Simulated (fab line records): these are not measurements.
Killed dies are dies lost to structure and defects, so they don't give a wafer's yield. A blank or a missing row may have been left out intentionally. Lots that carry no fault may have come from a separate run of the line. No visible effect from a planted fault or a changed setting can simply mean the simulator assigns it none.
8D (eight disciplines) problem report, filled in by code + flow n5-finfet + the parts of the form that need people (team, actions taken, sign-off) are left out

1. THE PROBLEM
At N5_PASSIVATION_PROBE_49, killed_at_M4_up averages 117 over 6 wafers from 2 lots, while fault-free wafers read 14, standard deviation 5.2. That puts it +20 standard deviations away from the usual mean.
First observed at day 17 05:57: wafer L684.2, on prober-01. The record holds 27 wafers of 11 lots with a number at this step. Rule for "out" (also "out of limits"): further than 4 standard deviations from the usual mean. The rest of the wafers with a number are treated as sound.

2. WHAT IT IS; WHAT IT IS NOT
| question                    | is                                                    | is not                                                                                                                     |
|-----------------------------|-------------------------------------------------------|----------------------------------------------------------------------------------------------------------------------------|
| which readings at this step | killed_at_M4_up, defect-limited-yield, sort-yield-pct | killed_at_M0_to_M3, killed-at-contacts, killed-at-front-end, killed-at-other, killed-open, killed-short, sort_bin_6_memory |
| which lots                  | L684, L688                                            | L667, L670, L674, L675, L676, L677, L678, L679, L680                                                                       |
| which wafers of those lots  | all that have a number                                | -                                                                                                                          |
| read on which tools         | prober-01, prober-02                                  | -                                                                                                                          |
| when                        | from day 17 05:57                                     | up to then (21 sound wafers)                                                                                               |

3. THE SUSPECTS, EACH WITH WHAT RULES IT OUT
Counting: a tool at a process step up to the reading stays a suspect if it ran every lot that is out and no sound lot after the first of them.
- rie-diel-01 at N5_BEOL_M11_ETCH_65 (etches SiARC in CF4, target depth 39 nm, time 65 s): kept. Every lot that is out went through it, starting with L684 (day 15 10:36), and after that it ran no sound lot; the last sound lot it ran before then is L679 (day 14 03:35).
- rie-diel-03 at N5_MIM_BOT_ETCH_ETCH_04 (etches SiNx in CF4/O2, target depth 26 nm, time 13 s): kept. Every lot that is out went through it, starting with L684 (day 16 19:49), and after that it ran no sound lot; the last sound lot it ran before then is L679 (day 15 12:42).
Left after counting: rie-diel-01 at N5_BEOL_M11_ETCH_65, rie-diel-03 at N5_MIM_BOT_ETCH_ETCH_04.

4. THE CAUSE (what the simulator had put in)
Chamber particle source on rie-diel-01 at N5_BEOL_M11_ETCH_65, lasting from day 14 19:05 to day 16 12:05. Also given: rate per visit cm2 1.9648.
Counting leaves 2 suspects; this tool is one of them.

5. SEQUENCE OF EFFECTS, ordered by route
Each row: a reading where the mean over the struck wafers with a number is more than 3 standard deviations away from the usual. Only readings for which the record gives a usual standard deviation are gone through. hours: the time from each lot's start at the first step in this table that gives one to its start at this step, as a median over the lots. sigmas: the change in usual standard deviations.
| hours | step                    | reading              | usual  | on struck wafers | change | sigmas |
|-------|-------------------------|----------------------|--------|------------------|--------|--------|
| 0     | N5_PASSIVATION_PROBE_49 | defect-limited-yield | 91.3 % | 82.8             | -8.5   | -6.1   |
| 0     | N5_PASSIVATION_PROBE_49 | killed_at_M4_up      | 14     | 117              | +103   | +20    |
| 0     | N5_PASSIVATION_PROBE_49 | killed-dies          | 103    | 204              | +101   | +5.9   |
| 0     | N5_PASSIVATION_PROBE_49 | killed-on-rim        | 14     | 27               | +13    | +3.2   |
| 0     | N5_PASSIVATION_PROBE_49 | sort_bin_5_function  | 5.0 %  | 9.9              | +4.9   | +5.4   |
| 0     | N5_PASSIVATION_PROBE_49 | sort-n-pass          | 1076   | 976              | -100   | -5.9   |
| 0     | N5_PASSIVATION_PROBE_49 | sort-yield-pct       | 91.2 % | 82.7             | -8.5   | -6.1   |
Here are the process steps it includes:
- N5_PASSIVATION_PROBE_49

6. WHAT WOULD HAVE CAUGHT IT SOONER
First out-of-limits reading in this record: day 17 05:57, which is 59 hours after fault onset at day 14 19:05.
Of the tool readings at N5_BEOL_M11_ETCH_65 for which the record gives a usual standard deviation, none was out on any struck wafer, so an alarm limit of 4 standard deviations on them would not have fired.
By day 17 05:57, every lot that is out (2) had started N5_BEOL_M11_ETCH_65 on rie-diel-01. Tool hold at that time: it would have spared none of them.
